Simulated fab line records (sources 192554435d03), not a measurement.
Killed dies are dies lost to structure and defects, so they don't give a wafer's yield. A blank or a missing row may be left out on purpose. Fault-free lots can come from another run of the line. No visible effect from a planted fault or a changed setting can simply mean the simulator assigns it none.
Split-lot experiment :: flow n5_finfet :: 7 lots, 21 wafers read, on a route of 1938 steps

SPLIT DETAILS
At N5_BEOL_M12_ETCH_38 (etches SiCN in CF4/N2, target depth 68.7 nm, time 73.4 s), the setting time_s was moved away from the recipe's 73.4 s on 7 of the 21 wafers read, by -22.3% to +12.6%. This setting was run at the recipe's value on the other wafers.

The reading comes from the split's own step.

THE READING
etch.depth_nm (the simulator's own value, which no gauge read), in nm, at N5_BEOL_M12_ETCH_38 (etches SiCN in CF4/N2, target depth 68.7 nm, time 73.4 s). No usual value for it is given in the file. Here, 14 wafers ran the recipe; their average is 57.89 nm with a standard deviation of 1.6 nm.

wafer: L077.2
tool, chamber at the split: rie_diel-04, 2
time_s as run, s: 58.6
against the recipe: -20.2%
etch.depth_nm, nm: 47.95
against lot-mates on the recipe: -10.30

wafer: L077.5
tool, chamber at the split: rie_diel-04, 2
time_s as run, s: 58.6
against the recipe: -20.2%
etch.depth_nm, nm: 48.23
against lot-mates on the recipe: -10.02

wafer: L077.6
tool, chamber at the split: rie_diel-04, 3
time_s as run, s: 73.4
against the recipe: recipe
etch.depth_nm, nm: 58.25
against lot-mates on the recipe: -

wafer: L080.2
tool, chamber at the split: rie_diel-02, 0
time_s as run, s: 66.67
against the recipe: -9.2%
etch.depth_nm, nm: 54.07
against lot-mates on the recipe: -5.39

wafer: L080.3
tool, chamber at the split: rie_diel-02, 3
time_s as run, s: 73.4
against the recipe: recipe
etch.depth_nm, nm: 59.46
against lot-mates on the recipe: -

wafer: L080.5
tool, chamber at the split: rie_diel-02, 1
time_s as run, s: 66.67
against the recipe: -9.2%
etch.depth_nm, nm: 53.07
against lot-mates on the recipe: -6.39

wafer: L083.1
tool, chamber at the split: rie_diel-04, 2
time_s as run, s: 63.66
against the recipe: -13.3%
etch.depth_nm, nm: 52.18
against lot-mates on the recipe: -4.28

wafer: L083.2
tool, chamber at the split: rie_diel-04, 1
time_s as run, s: 73.4
against the recipe: recipe
etch.depth_nm, nm: 56.4
against lot-mates on the recipe: -

wafer: L083.6
tool, chamber at the split: rie_diel-04, 1
time_s as run, s: 73.4
against the recipe: recipe
etch.depth_nm, nm: 56.52
against lot-mates on the recipe: -

wafer: L088.3
tool, chamber at the split: rie_diel-01, 3
time_s as run, s: 73.4
against the recipe: recipe
etch.depth_nm, nm: 57.77
against lot-mates on the recipe: -

wafer: L088.4
tool, chamber at the split: rie_diel-01, 2
time_s as run, s: 73.4
against the recipe: recipe
etch.depth_nm, nm: 59.38
against lot-mates on the recipe: -

wafer: L088.5
tool, chamber at the split: rie_diel-01, 3
time_s as run, s: 57.03
against the recipe: -22.3%
etch.depth_nm, nm: 45.07
against lot-mates on the recipe: -13.51

wafer: L087.2
tool, chamber at the split: rie_diel-01, 3
time_s as run, s: 73.4
against the recipe: recipe
etch.depth_nm, nm: 57.17
against lot-mates on the recipe: -

wafer: L087.3
tool, chamber at the split: rie_diel-01, 0
time_s as run, s: 82.63
against the recipe: +12.6%
etch.depth_nm, nm: 67.88
against lot-mates on the recipe: +9.93

wafer: L087.6
tool, chamber at the split: rie_diel-01, 2
time_s as run, s: 73.4
against the recipe: recipe
etch.depth_nm, nm: 58.73
against lot-mates on the recipe: -

wafer: L093.2
tool, chamber at the split: rie_diel-01, 1
time_s as run, s: 73.4
against the recipe: recipe
etch.depth_nm, nm: 57.54
against lot-mates on the recipe: -

wafer: L093.4
tool, chamber at the split: rie_diel-01, 2
time_s as run, s: 73.4
against the recipe: recipe
etch.depth_nm, nm: 59.25
against lot-mates on the recipe: -

wafer: L093.6
tool, chamber at the split: rie_diel-01, 2
time_s as run, s: 73.4
against the recipe: recipe
etch.depth_nm, nm: 59.38
against lot-mates on the recipe: -

wafer: L095.2
tool, chamber at the split: rie_diel-02, 0
time_s as run, s: 73.4
against the recipe: recipe
etch.depth_nm, nm: 58.67
against lot-mates on the recipe: -

wafer: L095.4
tool, chamber at the split: rie_diel-02, 2
time_s as run, s: 73.4
against the recipe: recipe
etch.depth_nm, nm: 53.4
against lot-mates on the recipe: -

wafer: L095.5
tool, chamber at the split: rie_diel-02, 0
time_s as run, s: 73.4
against the recipe: recipe
etch.depth_nm, nm: 58.52
against lot-mates on the recipe: -

FIT RESULTS
A straight line over all 21 wafers: etch.depth_nm changes by +0.547 nm for each +1% of time_s; r = +0.95; the points scatter about the line by 1.6 nm.
The same after taking each lot's own level away (the mean of its wafers on the recipe; 21 wafers): +0.565 nm for each +1%; r = +0.96; scatter 1.5 nm.
The reading moves by 13 nm for the largest change in time_s, on that fit.
Across the lots, their own levels run from 56.460 to 59.460 nm, a range of 1.9 times the standard deviation given above.
Hence the lot-to-lot level has little effect on the slope; both slopes agree.
Check: with one of the wafers moved furthest among these (-22.3%) left out of the fit, the line predicts -11.9 nm for it against its lot-mates. It came out at -13.5 nm against them.

THE FILE'S OWN FIT
etch.depth_nm changes by +0.561 nm for each +1% of time_s, r = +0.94.
